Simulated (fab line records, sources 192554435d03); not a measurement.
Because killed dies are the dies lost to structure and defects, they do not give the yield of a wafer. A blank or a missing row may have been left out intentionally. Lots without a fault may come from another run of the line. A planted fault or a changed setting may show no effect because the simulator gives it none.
A struck lot beside a sound one    flow n5-finfet    14 out of 1938 route steps
Sound: these wafers, L685.1, L685.3, L685.4. Wafers L702.4, L702.5, L702.6 were the ones struck. Last of all comes the cause.
Per side, at each step with rows, come the tool, then ch with its chambers, and then its first start. Under that, the readings that differ: sound wafers    struck wafers    difference of the means    sigmas: that difference in standard deviations of wafers without a fault.
alike: same words and numbers on both sides, and readings whose means sit less than 2 such deviations apart. not compared: any withheld reading, any reading some wafer has no value for, any bound like >300 that may hide the same value, and any number with overlapping values for which the record gives no deviation.
A row with sigmas, a row that says differs or no value, or rows on one side alone: a step with any of these is where the two part. Numbers that don't overlap but have no deviation are shown without sigmas and don't part them. A reading that every wafer of one side lacks parts them only if that side has two wafers or more.

N5_PASSIVATION_PECVD_00: deposits SiO2 from SiH4/N2O, target thk 200 nm, time 11.2 s.
  sound on pecvd-02 ch 1,2, day 12 22:25; struck on pecvd-01 ch 0,1,2, day 19 03:38
  alike: heater-power-w, showerhead-plenum-p-Torr, throttle-valve-pct
then, 1 step without rows for these wafers: N5_MIM_BOT_DEGAS_01 (time 60 s).
N5_MIM_BOT_SPUTTER_00: material TiN, target thk 35 nm, time 89.7 s.
  sound on pvd-sputter-01, day 12 23:01; struck on pvd-sputter-01, day 19 05:39
  alike: throttle-valve-pct
N5_MIM_TOP_ALD_00: deposits Al2O3, purge time 3 s, co reactant pulse time 3 s.
  sound on ald-hk-03 ch 0,2,3, day 12 23:07; struck on ald-hk-01 ch 2,3, day 19 05:45
  alike: precursor-pulse-height-rel
N5_MIM_TOP_ALD_01: deposits HfO2, target thk 5.6 nm, pulse time 1 s, purge time 3 s.
  sound on ald-hk-03 ch 0,2,3; struck on ald-hk-01 ch 2,3
  alike: precursor-pulse-height-rel
then, 1 step without rows for these wafers: N5_MIM_TOP_ALD_02 (deposits Al2O3, purge time 3 s, co reactant pulse time 3 s).
N5_MIM_TOP_DEGAS_04: time 60 s.
  sound on pvd-sputter-02, day 13 01:29; struck on pvd-sputter-01, day 19 06:59
reading             sound        struck       difference  sigmas
heater-power-w (W)  550 595 508  449 453 416  -112        -2
then, 5 steps without rows for these wafers: N5_MIM_TOP_SPUTTER_03 (material TiN, target thk 35 nm, time 89.7 s); N5_MIM_TOP_LITHO_HMDS_01 (time 60 s); N5_MIM_TOP_LITHO_COAT_02; N5_MIM_TOP_LITHO_EBR_04; N5_MIM_TOP_LITHO_SOFTBAKE_03 (time 90 s).
N5_MIM_TOP_LITHO_EXPOSE_05: exposes mask MIM TOP, target cd 2000 nm.
  sound on krf-scanner-01 ch 0, day 13 01:53; struck on krf-scanner-02 ch 0, day 19 07:16
reading                                sound        struck          difference  sigmas
model.MIM_TOP_LITHO.overlay-x-nm (nm)  1.8 1.8 1.8  10.6 10.6 10.6  +8.8        
  alike: mask
then, 1 step without rows for these wafers: N5_MIM_TOP_LITHO_PEB_06.

WHERE THEY PART
At N5_MIM_TOP_DEGAS_04 and nowhere else, as far as this record goes. Later steps at which nothing parts them and some readings are alike: N5_MIM_TOP_LITHO_EXPOSE_05.

WHY: what had been put in by the simulator
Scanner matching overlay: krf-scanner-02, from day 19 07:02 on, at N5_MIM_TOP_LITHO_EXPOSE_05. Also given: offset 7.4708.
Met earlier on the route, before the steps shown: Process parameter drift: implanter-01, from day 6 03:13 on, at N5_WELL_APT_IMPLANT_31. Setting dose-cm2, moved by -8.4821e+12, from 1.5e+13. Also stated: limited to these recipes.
